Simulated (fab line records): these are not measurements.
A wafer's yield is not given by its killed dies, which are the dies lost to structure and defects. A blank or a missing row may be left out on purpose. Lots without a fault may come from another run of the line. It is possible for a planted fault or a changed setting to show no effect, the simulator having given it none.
Comparing a struck lot with a sound one / flow nand harc / 14 steps out of a route of 1302
Sound: the wafers L132.1, L132.5, L132.6. Wafers L135.2, L135.4, L135.6 were the ones struck. At the end, the cause is stated.
For every step that has rows: the tool of each side, followed by ch and its chambers, followed by its first start. Under that, the readings that differ: sound wafers / struck wafers / difference of the means / sigmas: that difference in standard deviations of wafers without a fault.
alike: same words and numbers on both sides, and readings whose means sit less than 2 such deviations apart. not compared: any withheld reading, any reading some wafer has no value for, any bound like >300 that may hide the same value, and any number with overlapping values for which the record gives no deviation.
Wherever a step has rows on one side only, a row that says differs or no value, or a row with sigmas, the two part there. Non-overlapping numbers with no deviation appear without sigmas and do not part them. A reading missing from all wafers of one side parts the sides only when that side holds two or more wafers.

first, 4 steps without rows for these wafers: NHARC_P_GATE_EBR_22; NHARC_P_GATE_EXPOSE_23 (exposes mask P GATE, target cd 120 nm); NHARC_P_GATE_PEB_24 (peb time 65 s); NHARC_P_GATE_DEVELOP_25 (develop time 35 s).
NHARC_P_GATE_CD_MEAS_26 targets a cd of 120 nm.
  sound on cd sem-01 ch 0, day 8 03:16; struck on cd sem-01 ch 0, day 9 08:32
  alike: cd nm
NHARC_P_GATE_OVL_MEAS_27:
  sound: overlay-02 at day 8 03:21; struck: overlay-01 at day 9 08:38
  alike: overlay x nm, overlay y nm
NHARC_P_GATE_INSPECT_28:
  sound: defect inspect-01 at day 8 03:23; struck: defect inspect-01 at day 9 08:40
  alike: raw defect count
NHARC_P_GATE_DESCUM_31: chemistry O2, time 3 s.
  sound on rie diel-04 ch 0,3, day 8 03:27; struck on rie diel-04 ch 0,2,3, day 9 08:45
  alike: drypump motor current A, oes product au, rf vpp V, showerhead plenum p Torr, throttle valve pct
  not compared: rf hours counter h
NHARC_P_GATE_ETCH_104: etches the open film in CF4/CHF3, target depth 60 nm.
  sound on rie diel-04 ch 1,2, day 8 03:32; struck on rie diel-04 ch 0,3, day 9 08:50
  alike: bias w, cf4 flow sccm, drypump motor current A, oes product au, rf vpp V, showerhead plenum p Torr, throttle valve pct
NHARC_P_GATE_HM_OPEN_105: chemistry O2/COS, target depth 360 nm.
  sound on rie diel-04 ch 1,2,3; struck on rie diel-04 ch 0,2,3
  alike: drypump motor current A, oes product au, rf vpp V, showerhead plenum p Torr, throttle valve pct
  not compared: rf hours counter h
then, 1 step without rows for these wafers: NHARC_P_GATE_STRIP_106 (strips in O2/COS).
NHARC_P_GATE_ETCH_114: etches the open film in CF4/O2, target depth 30 nm, overetch 3 nm, time 16.5 s.
  sound on rie diel-04 ch 0,1,2; struck on rie diel-04 ch 0,3
  alike: bias w, cf4 flow sccm, drypump motor current A, oes product au, rf vpp V, showerhead plenum p Torr, throttle valve pct
  not compared: rf hours counter h
NHARC_P_GATE_ETCH_32: etches the open film in HBr/Cl2, target depth 150 nm, time 100.1 s.
  sound on rie si-05 ch 2,3, day 8 03:55; struck on rie si-03 ch 0,1, day 9 09:15
  no value came back on the struck wafers for any of 5 readings (bias w (W), chamber pressure mTorr (mTorr) and others); on the sound wafers bias w (W) reads 99.97 99.92 100.41
  not compared: rf hours counter h
NHARC_P_GATE_STRIP_108: strips in O2.
  sound on rie diel-08 ch 1,2,3, day 8 04:06; struck on rie diel-08 ch 1,3, day 9 09:26
  alike: drypump motor current A, oes product au, rf vpp V, showerhead plenum p Torr, throttle valve pct
  not compared: rf hours counter h

WHERE THEY PART
NHARC_P_GATE_ETCH_32 only, going by this record. Later steps at which nothing parts them and some readings are alike: NHARC_P_GATE_STRIP_108.

WHY: what had been put in by the simulator
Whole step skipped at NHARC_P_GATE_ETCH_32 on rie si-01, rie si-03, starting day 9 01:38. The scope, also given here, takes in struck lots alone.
